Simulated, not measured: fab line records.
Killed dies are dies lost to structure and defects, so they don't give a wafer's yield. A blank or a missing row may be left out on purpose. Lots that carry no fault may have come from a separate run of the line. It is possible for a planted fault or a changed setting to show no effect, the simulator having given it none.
A struck lot beside a sound one ; flow nand harc ; 32 out of 1159 route steps
Sound: these wafers, L469.2, L469.3, L469.6. Struck: wafers L486.5, L486.6 (left out: L486.4, a lot-mate that was not struck); the cause follows at the end.
For every step that has rows: the tool of each side, followed by ch and its chambers, followed by its first start. Under that, the readings that differ: sound wafers ; struck wafers ; difference of the means ; sigmas: that difference in standard deviations of wafers without a fault.
alike: words and numbers the same on both sides, and readings whose means are apart by under 2 such deviations; not compared: readings that were withheld, readings missing a value for some wafer, numbers with overlapping values and no deviation given by the record, and bounds like >300 which may hide the same value.
The two part at a step that has a row with sigmas, a row that says differs or no value, or rows on one side only. Numbers that don't overlap but have no deviation are shown without sigmas and don't part them. A reading that every wafer of one side lacks parts them only if that side has two wafers or more.

first, 5 steps without rows for these wafers: NHARC_A_ONON_D1_DEP_22 (target thk 1000 nm); NHARC_A_ONON_D1_DEP_25 (target thk 1000 nm); NHARC_A_ONON_D1_DEP_28 (target thk 1000 nm); NHARC_A_ONON_D1_DEP_33 (deposits SiO2, target thk 200 nm); NHARC_A_CHANNEL_HOLE_D1_DEP_00 (deposits aC, target thk 3100 nm).
NHARC_A_CHANNEL_HOLE_D1_DEP_01: deposits SiON, target thk 140 nm.
  sound on pecvd-04 ch 0,1, day 8 18:31; struck on pecvd-04 ch 0,1, day 12 22:11
  alike: heater power w
then, 25 steps without rows for these wafers: NHARC_A_CHANNEL_HOLE_D1_DEHYDRATE_02 (time 120 s); NHARC_A_CHANNEL_HOLE_D1_HMDS_03 (time 30 s); NHARC_A_CHANNEL_HOLE_D1_COAT_36 (time 75 s); NHARC_A_CHANNEL_HOLE_D1_COAT_37 (time 65 s); NHARC_A_CHANNEL_HOLE_D1_COAT_04 (resist thk 90 nm); NHARC_A_CHANNEL_HOLE_D1_SOFTBAKE_05 (time 55 s); NHARC_A_CHANNEL_HOLE_D1_EBR_06; NHARC_A_CHANNEL_HOLE_D1_EXPOSE_07 (exposes mask HOLE D1, target cd 100 nm); NHARC_A_CHANNEL_HOLE_D1_PEB_08 (peb time 65 s); NHARC_A_CHANNEL_HOLE_D1_DEVELOP_09 (develop time 35 s); NHARC_A_CHANNEL_HOLE_D1_DESCUM_15 (chemistry O2, time 3 s); NHARC_A_CHANNEL_HOLE_D1_ETCH_38 (etches the open film in CF4, target depth 39 nm, time 65 s); NHARC_A_CHANNEL_HOLE_D1_ETCH_39 (etches the open film in N2/H2, target depth 260 nm, time 325 s); NHARC_A_CHANNEL_HOLE_D1_ETCH_34 (etches the open film in CF4/CHF3, target depth 154 nm, time 77 s); NHARC_A_CHANNEL_HOLE_D1_ETCH_16 (etches the open film in O2/COS, target depth 3100 nm, time 806 s); NHARC_A_CHANNEL_HOLE_D1_ETCH_19 (etches the open film in C4F8/O2/Ar, time 34.5 s); NHARC_A_CHANNEL_HOLE_D1_ETCH_20 (etches the open film in C4F8/O2/Ar, time 361.9 s, target depth 1600 nm); NHARC_A_CHANNEL_HOLE_D1_ETCH_21 (etches the open film in C4F8/O2/Ar, time 514.3 s, target depth 1600 nm); NHARC_A_CHANNEL_HOLE_D1_ETCH_22 (etches the open film in C4F8/O2/Ar, time 666.7 s, target depth 1600 nm); NHARC_A_CHANNEL_HOLE_D1_ETCH_23 (etches the open film in C4F8/O2/Ar, time 819 s, target depth 1600 nm); NHARC_A_CHANNEL_HOLE_D1_ETCH_24 (etches the open film in C4F8/O2/Ar, time 906.2 s, target depth 1500 nm); NHARC_A_CHANNEL_HOLE_D1_ETCH_25 (etches the open film in C4F8/O2/Ar, time 1040.2 s, target depth 1500 nm); NHARC_A_CHANNEL_HOLE_D1_ETCH_26 (etches the open film in C4F8/O2/Ar, time 224.1 s, target depth 300 nm); NHARC_A_CHANNEL_HOLE_D1_ETCH_33 (etches the open film in C4F8/O2/Ar, time 90 s, target depth 400 nm); NHARC_A_CHANNEL_HOLE_D1_STRIP_41 (strips in N2/H2).
-- the record jumps here: 13 days lie between the struck wafers' starts before and after (it left off in module A_CHANNEL_HOLE_D1 and takes up again in module END, whose first step shown is number 1159 of the route) --
NHARC_END_SORT_01:
  sound on prober-01 ch 0, day 22 17:50; struck on prober-02 ch 0, day 25 22:09
reading;sound;struck;difference;sigmas
hold;- - -;await dispo/4.3h/release await dispo/4.3h/release;no value on the sound wafers;
killed at array;37 31 24;661 667;+633;+58
killed dies;40 36 25;666 671;+635;+58
  alike: killed at other, killed at periphery, killed open, killed short

WHERE THEY PART
Within this record, at NHARC_END_SORT_01 only.

WHY: what had been put in by the simulator
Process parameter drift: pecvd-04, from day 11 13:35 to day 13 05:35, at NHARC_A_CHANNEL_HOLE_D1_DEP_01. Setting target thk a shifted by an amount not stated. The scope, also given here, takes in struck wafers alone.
